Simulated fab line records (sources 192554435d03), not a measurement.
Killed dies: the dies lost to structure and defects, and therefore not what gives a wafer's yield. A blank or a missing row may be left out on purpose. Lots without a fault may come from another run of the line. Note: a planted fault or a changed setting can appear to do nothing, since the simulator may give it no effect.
fab line records	flow n5-finfet	part 2 of 2: steps 5 to 6 of 6
record: lots: 24	wafers: 72	last-day: 18
route steps=1938 shown ILD0@340 SDB@358 HKMG_FIN@407
lots untouched by any fault: they come from a run of this same line in which no faults occurred
start-h: the number of hours between the record's first day and the start of the first shown wafer of the lot	wait-h: hours from the lot's prior step to this one	" the same as in the row above	L1.1+2: several wafers, shown together as one row	- no value, or no start given	* or withheld: withheld	< > ~ a bound
route shown NAME@n: a module of which the file shows steps, and the number in the route of the first	usual: mean/standard deviation of fault-free wafers	same: alike in all rows	chamber/n: place in a boat	sites: each site's reading	_std_site: the values' standard deviation	_edge_site: outer sites' mean less inner sites'	radius-mm: how far each site lies from the wafer's centre	mask NAME#n: copy n	behind: tool/chamber where the wafer was last shaped	hold: the reason the lot was held/the length of the hold in hours/how it ended	device: the n, p or np transistor that did not switch	end of line: the tests these same wafers got at the end of their route	for a step that has no rows: nothing shown but its recipe	killed: dies lost to structure and defects at the first sort, not the wafer's yield	map: the dies of a wafer, with x for killed, . for not killed, _ for no die there
set.NAME: the run value of the setting; set.NAME@STEP: its run value at that earlier step	model.NAME: the simulator's own value behind a step, which no gauge read
steps of the route over a sample of lots; a table a step, a row a wafer
services: the hour from which a tool's chamber was out of use, counted from the record's first day as start-h (under 0 if before that day), plus the number of hours and why
== steps ==
step: N5_HKMG_FIN_STRIP_93
recipe: chemistry: N2/H2	material: SOC	time-s: 20	power-w: 500	temp-c: 40	pressure-mtorr: 50	rf-frequency-hz: 6e+07	bias-power-w: 8	h2-frac: 0.5	n2-flow-sccm: 300	h2-flow-sccm: 300
usual: drypump-motor-current-A: 5.6/0.43	h2-flow-sccm: 300.0/0.98	oes-product-au: 0.82/0.1	rf-vpp-V: 54.3/0.86	showerhead-plenum-p-Torr: 3.39/0.093	throttle-valve-pct: 19.02/0.24
lot.wafer	tool	chamber	start-h	wait-h	drypump-motor-current-A	h2-flow-sccm	oes-product-au	rf-hours-counter-h	rf-vpp-V	showerhead-plenum-p-Torr	throttle-valve-pct
L074.3	rie-diel-01	0	73.32	0.2	5.4	298.4	0.95	24	55.7	3.40	18.76
L074.4	"	2	"	"	4.9	300.0	0.69	248	52.7	3.45	19.18
L074.5	"	0	"	"	5.4	300.5	0.95	-	55.0	3.40	18.75
L075.2	rie-diel-01	3	77.49	0.2	5.6	299.6	0.72	180	54.2	3.47	19.07
L075.3	"	1	"	"	6.1	301.1	0.91	39	54.5	3.39	18.81
L075.5	"	2	"	"	4.9	298.5	0.69	-	54.3	3.45	19.18
L076.1	rie-diel-05	3	84.16	0.2	6.3	297.3	0.70	208	55.5	3.48	19.08
L076.2	"	2	"	"	5.8	300.8	0.95	11	53.8	3.29	18.74
L076.4	"	1	"	"	5.9	300.8	0.98	2	54.2	3.28	19.08
L077.4	rie-diel-05	2	91.54	0.0	5.8	299.0	0.94	-	53.1	3.29	18.74
L077.5	"	0	"	"	5.8	301.4	0.84	-	53.5	3.43	18.84
L077.6	"	3	"	"	6.3	299.0	0.71	-	52.8	3.48	19.09
L078.2	rie-diel-05	0	95.20	0.2	5.8	299.5	0.85	65	56.4	3.43	18.84
L078.3	"	1	"	"	5.8	300.4	0.98	4	55.5	3.28	19.07
L078.6	"	3	"	"	6.3	299.5	0.72	-	53.9	3.48	19.08
L079.2	rie-diel-01	3	105.18	0.4	5.6	300.8	0.70	193	54.1	3.47	19.07
L079.3	"	3	"	"	5.6	301.2	0.70	-	55.3	3.47	19.09
L079.4	"	1	"	"	6.1	299.1	0.89	-	53.0	3.39	18.84
L080.2	rie-diel-06	0	108.02	0.2	5.3	301.2	0.76	143	55.7	3.38	19.39
L080.4	"	1	"	"	6.2	300.1	0.72	-	54.2	3.20	19.47
L080.5	"	0	"	"	5.3	302.6	0.75	-	54.0	3.38	19.39
L081.2	rie-diel-01	3	119.72	0.2	5.6	300.3	0.70	199	55.1	3.46	19.09
L081.5	"	3	"	"	5.6	300.2	0.70	-	55.4	3.46	19.08
L081.6	"	2	"	"	4.9	300.2	1.00	-	53.2	3.44	18.81
L082.1	rie-diel-01	1	123.28	0.2	6.2	300.1	0.88	57	55.0	3.38	18.82
L082.2	"	2	"	"	4.9	300.8	0.99	6	53.3	3.44	18.84
L082.6	"	0	"	"	5.4	299.9	0.92	-	53.3	3.40	18.77
L083.4	rie-diel-06	1	125.53	0.2	6.2	300.0	0.71	197	53.1	3.19	19.48
L083.5	"	1	"	"	6.2	298.7	0.71	-	55.3	3.19	19.48
L083.6	"	0	"	"	5.4	298.8	0.75	-	54.4	3.38	19.39
L084.2	rie-diel-05	3	137.55	0.2	6.3	300.0	0.70	228	55.3	3.47	19.12
L084.4	"	2	"	"	5.8	301.8	0.91	31	54.7	3.28	18.77
L084.6	"	0	"	"	5.8	300.5	0.82	-	54.2	3.42	18.87
L085.1	rie-diel-01	3	141.39	0.2	5.6	300.4	0.70	208	54.5	3.46	19.12
L085.4	"	1	"	"	6.2	299.3	0.85	66	54.2	3.38	18.86
L085.5	"	0	"	"	5.4	299.5	0.90	-	54.3	3.39	18.78
L086.1	rie-diel-05	2	148.44	0.2	5.8	300.1	0.90	38	54.9	3.28	18.78
L086.4	"	1	"	"	5.9	299.4	0.91	26	54.3	3.27	19.12
L086.6	"	1	"	"	5.9	299.7	0.91	-	53.4	3.27	19.13
L087.1	rie-diel-01	0	154.18	0.2	5.5	300.1	0.89	56	54.7	3.39	18.82
L087.2	"	1	"	"	6.1	299.3	0.86	73	55.1	3.37	18.86
L087.3	"	3	"	"	5.6	299.3	0.69	214	54.4	3.45	19.13
L088.1	rie-diel-05	3	155.57	0.2	6.3	300.2	0.69	238	53.0	3.47	19.12
L088.3	"	2	"	"	5.8	299.2	0.89	41	54.0	3.28	18.79
L088.4	"	0	"	"	5.7	299.1	0.82	89	53.4	3.42	18.89
L089.4	rie-diel-06	2	162.42	0.0	5.3	298.1	0.88	-	54.6	3.55	18.90
L089.5	"	1	"	"	6.2	299.4	0.71	-	55.0	3.19	19.50
L089.6	"	3	"	"	5.1	300.0	0.70	-	55.2	3.43	19.10
L090.1	rie-diel-06	1	168.30	0.2	6.1	299.9	0.71	205	54.5	3.19	19.49
L090.2	"	2	"	"	5.3	299.5	0.86	46	54.1	3.55	18.90
L090.3	"	0	"	"	5.3	299.9	0.75	152	53.5	3.38	19.38
L091.1	rie-diel-01	0	172.41	0.2	5.4	300.6	0.89	62	54.6	3.38	18.80
L091.3	"	1	"	"	6.1	300.1	0.85	79	54.7	3.37	18.89
L091.6	"	2	"	"	4.9	299.0	0.94	-	53.8	3.43	18.85
L092.1	rie-diel-01	1	183.21	0.2	6.2	299.5	0.84	84	53.9	3.37	18.89
L092.4	"	3	"	"	5.6	300.2	0.68	225	54.4	3.45	19.14
L092.5	"	3	"	"	5.6	300.8	0.68	-	55.5	3.45	19.13
L093.1	rie-diel-01	0	188.89	0.2	5.4	300.9	0.87	68	53.0	3.38	18.84
L093.4	"	1	"	"	6.1	299.5	0.84	85	55.0	3.37	18.89
L093.6	"	3	"	"	5.6	301.1	0.68	-	53.9	3.45	19.16
L094.2	rie-diel-06	3	193.56	0.2	5.2	302.4	0.97	2	52.6	3.43	18.72
L094.3	"	1	"	"	6.2	299.7	0.70	217	53.9	3.18	19.51
L094.6	"	0	"	"	5.4	300.0	0.74	-	53.7	3.37	19.40
L095.2	rie-diel-06	0	204.41	0.2	5.3	298.5	0.74	168	54.1	3.37	19.42
L095.4	"	2	"	"	5.3	301.0	0.85	61	54.9	3.54	18.90
L095.5	"	1	"	"	6.2	299.5	0.70	-	53.3	3.18	19.52
L097.2	rie-diel-06	2	212.78	0.2	5.3	297.7	0.83	63	53.5	3.54	18.91
L097.3	"	3	"	"	5.1	298.7	0.93	7	53.5	3.42	18.73
L097.5	"	2	"	"	5.3	297.2	0.84	-	54.5	3.54	18.90
L096.3	rie-diel-01	3	213.49	0.2	5.6	301.8	0.67	235	55.6	3.44	19.15
L096.4	"	2	"	"	4.9	299.8	0.91	40	53.8	3.42	18.87
L096.6	"	1	"	"	6.1	300.2	0.82	-	54.8	3.36	18.91
step: N5_HKMG_FIN_ETCH_86
recipe: chemistry: N2/H2	target: SOC	target-depth-a: 3932	stop-on: TiN	ion-energy-ev: 100	bias-w: 61	pressure-mtorr: 30	source-w: 850	n2-flow-sccm: 200	h2-flow-sccm: 200
usual: drypump-motor-current-A: 5.7/0.39	h2-flow-sccm: 200.0/0.6	oes-product-au: 0.81/0.093	rf-vpp-V: 240.9/1.2	showerhead-plenum-p-Torr: 2.57/0.075	throttle-valve-pct: 17.79/0.19
lot.wafer	tool	chamber	start-h	wait-h	drypump-motor-current-A	h2-flow-sccm	oes-product-au	rf-hours-counter-h	rf-vpp-V	showerhead-plenum-p-Torr	throttle-valve-pct
L074.3	rie-diel-05	0	77.29	-	5.8	199.8	0.83	58	241.6	2.60	17.53
L074.4	"	0	"	"	5.7	199.8	0.83	-	239.7	2.60	17.52
L074.5	"	2	"	"	5.8	200.6	0.95	-	240.7	2.49	17.75
L075.2	rie-diel-01	1	81.53	-	6.1	199.5	0.88	40	241.2	2.57	17.64
L075.3	"	0	"	"	5.4	199.9	0.90	27	238.8	2.58	17.51
L075.5	"	1	"	"	6.1	199.8	0.88	-	239.7	2.57	17.65
L076.1	rie-diel-06	1	88.08	-	6.2	200.4	0.73	183	239.3	2.42	17.90
L076.2	"	3	"	"	5.1	199.9	0.69	235	240.4	2.60	17.95
L076.4	"	0	"	"	5.4	200.2	0.76	136	239.6	2.56	18.10
L077.4	rie-diel-05	0	95.35	-	5.7	200.3	0.82	65	240.2	2.60	17.55
L077.5	"	0	"	"	5.7	200.4	0.82	-	240.5	2.60	17.54
L077.6	"	1	"	"	5.9	199.7	0.97	-	239.6	2.48	17.76
L078.2	rie-diel-05	3	99.17	-	6.3	200.8	0.70	213	241.7	2.64	18.03
L078.3	"	2	"	"	5.8	200.1	0.92	16	240.7	2.49	17.77
L078.6	"	3	"	"	6.3	199.5	0.70	-	242.4	2.64	18.03
L079.2	rie-diel-01	2	109.50	-	4.9	199.9	1.00	1	241.9	2.61	17.55
L079.3	"	3	"	"	5.6	199.9	0.70	194	240.8	2.63	17.96
L079.4	"	1	"	"	6.1	199.7	0.86	-	239.9	2.56	17.66
L080.2	rie-diel-01	0	112.12	-	5.4	199.5	0.89	37	241.1	2.57	17.52
L080.4	"	3	"	"	5.6	199.9	0.70	196	240.6	2.63	17.98
L080.5	"	0	"	"	5.4	199.1	0.89	-	242.0	2.57	17.53
L081.2	rie-diel-05	1	123.91	-	5.8	199.8	0.93	13	239.3	2.48	17.77
L081.5	"	3	"	"	6.3	200.3	0.69	-	240.4	2.64	18.04
L081.6	"	2	"	"	5.8	200.2	0.91	-	239.0	2.49	17.80
L082.1	rie-diel-05	2	127.36	-	5.8	199.0	0.90	26	241.3	2.48	17.78
L082.2	"	0	"	"	5.7	199.7	0.81	76	240.6	2.59	17.56
L082.6	"	3	"	"	6.3	199.5	0.69	-	242.2	2.63	18.03
L083.4	rie-diel-01	3	130.00	-	5.6	199.7	0.70	-	241.6	2.62	17.96
L083.5	"	1	"	"	6.1	198.9	0.85	-	241.3	2.56	17.66
L083.6	"	0	"	"	5.4	200.9	0.89	-	241.4	2.57	17.53
L084.2	rie-diel-01	3	143.21	-	5.6	200.6	0.69	209	241.9	2.62	17.98
L084.4	"	1	"	"	6.1	199.4	0.84	67	241.0	2.56	17.67
L084.6	"	3	"	"	5.6	200.4	0.69	-	241.6	2.62	18.01
L085.1	rie-diel-05	2	146.22	-	5.8	200.5	0.89	36	241.6	2.48	17.80
L085.4	"	0	"	"	5.7	200.5	0.79	85	242.9	2.59	17.57
L085.5	"	2	"	"	5.8	199.7	0.88	-	239.8	2.48	17.79
L086.1	rie-diel-05	2	152.61	-	5.8	201.4	0.88	40	240.4	2.48	17.80
L086.4	"	3	"	"	6.2	200.2	0.68	236	240.7	2.63	18.07
L086.6	"	2	"	"	5.8	200.6	0.88	-	240.9	2.48	17.81
L087.1	rie-diel-01	0	158.22	-	5.4	198.9	0.86	58	240.7	2.56	17.57
L087.2	"	1	"	"	6.1	199.4	0.84	74	241.1	2.55	17.70
L087.3	"	2	"	"	4.9	200.3	0.93	20	242.7	2.60	17.60
L088.1	rie-diel-06	1	159.57	-	6.2	198.8	0.71	199	239.0	2.41	17.94
L088.3	"	3	"	"	5.1	199.7	0.69	247	241.0	2.60	17.96
L088.4	"	1	"	"	6.2	198.8	0.72	-	240.3	2.41	17.92
L089.4	rie-diel-06	3	166.26	-	5.2	198.8	0.69	-	240.6	2.60	17.98
L089.5	"	1	"	"	6.2	200.5	0.71	-	239.2	2.41	17.92
L089.6	"	2	"	"	5.3	200.0	0.87	-	242.0	2.69	17.63
L090.1	rie-diel-05	1	172.55	-	5.9	200.0	0.89	34	240.1	2.47	17.81
L090.2	"	3	"	"	6.3	200.7	0.67	243	241.0	2.63	18.06
L090.3	"	0	"	"	5.7	199.3	0.80	95	241.2	2.59	17.57
L091.1	rie-diel-06	1	176.55	-	6.2	198.9	0.70	209	239.4	2.41	17.94
L091.3	"	2	"	"	5.2	200.1	0.85	50	242.9	2.69	17.65
L091.6	"	2	"	"	5.3	200.2	0.86	-	243.9	2.69	17.62
L092.1	rie-diel-06	1	187.36	-	6.2	200.2	0.70	214	239.1	2.40	17.95
L092.4	"	0	"	"	5.4	200.3	0.74	-	241.5	2.55	18.13
L092.5	"	1	"	"	6.2	200.3	0.71	-	239.5	2.40	17.95
L093.1	rie-diel-05	0	193.33	-	5.7	200.3	0.78	102	242.0	2.58	17.58
L093.4	"	2	"	"	5.8	200.5	0.86	54	239.9	2.47	17.83
L093.6	"	0	"	"	5.7	200.5	0.78	-	240.4	2.58	17.59
L094.2	rie-diel-01	1	198.04	-	6.1	200.3	0.82	88	240.1	2.55	17.73
L094.3	"	2	"	"	4.9	199.9	0.89	34	242.3	2.60	17.60
L094.6	"	0	"	"	5.4	200.4	0.84	-	240.6	2.56	17.59
L095.2	rie-diel-01	1	208.36	-	6.1	201.1	0.81	92	242.4	2.55	17.73
L095.4	"	3	"	"	5.6	200.3	0.68	233	242.1	2.61	18.03
L095.5	"	2	"	"	4.9	199.9	0.89	-	240.5	2.60	17.59
L097.2	rie-diel-01	2	216.87	-	4.9	199.5	0.89	41	239.7	2.59	17.61
L097.3	"	3	"	"	5.6	201.1	0.67	237	241.8	2.61	18.04
L097.5	"	0	"	"	5.4	200.2	0.83	-	240.5	2.55	17.61
L096.3	rie-diel-06	3	217.39	-	5.2	200.4	0.92	9	242.1	2.59	17.62
L096.4	"	1	"	"	6.1	199.8	0.70	225	237.5	2.40	17.98
L096.6	"	2	"	"	5.3	199.4	0.84	-	242.7	2.68	17.66
== services ==
tool	chamber	start-h	hours	kind
cmp-02	-	43.29	0.5	repair
rie-diel-06	3	44.54	8.9	repair
rie-diel-05	1	58.41	-	clean
rie-diel-05	1	58.41	-	consumable-replace:focus-ring
cmp-02	-	60.17	4.0	pm
cmp-04	-	69.77	5.2	pm
rie-diel-01	2	79.53	-	clean
rie-diel-01	2	79.53	-	consumable-replace:focus-ring
rie-diel-01	2	79.53	25.2	scheduled-down
rie-diel-01	2	79.53	25.2	vent-cycle
cmp-04	-	79.54	0.7	repair
rie-diel-05	1	89.71	3.3	repair
cmp-02	-	95.02	0.8	repair
rie-diel-06	3	100.54	10.5	repair
cmp-04	-	107.29	1.2	repair
cmp-04	-	119.98	2.2	repair
rie-diel-06	-	125.58	28.1	pm
cmp-04	-	128.44	4.0	pm
rie-diel-01	2	128.72	2.3	repair
cmp-02	-	161.40	8.3	pm
cmp-01	-	164.60	2.4	repair
cmp-04	-	185.04	3.2	repair
cmp-02	-	201.77	6.7	pm
cmp-02	-	209.12	0.2	repair
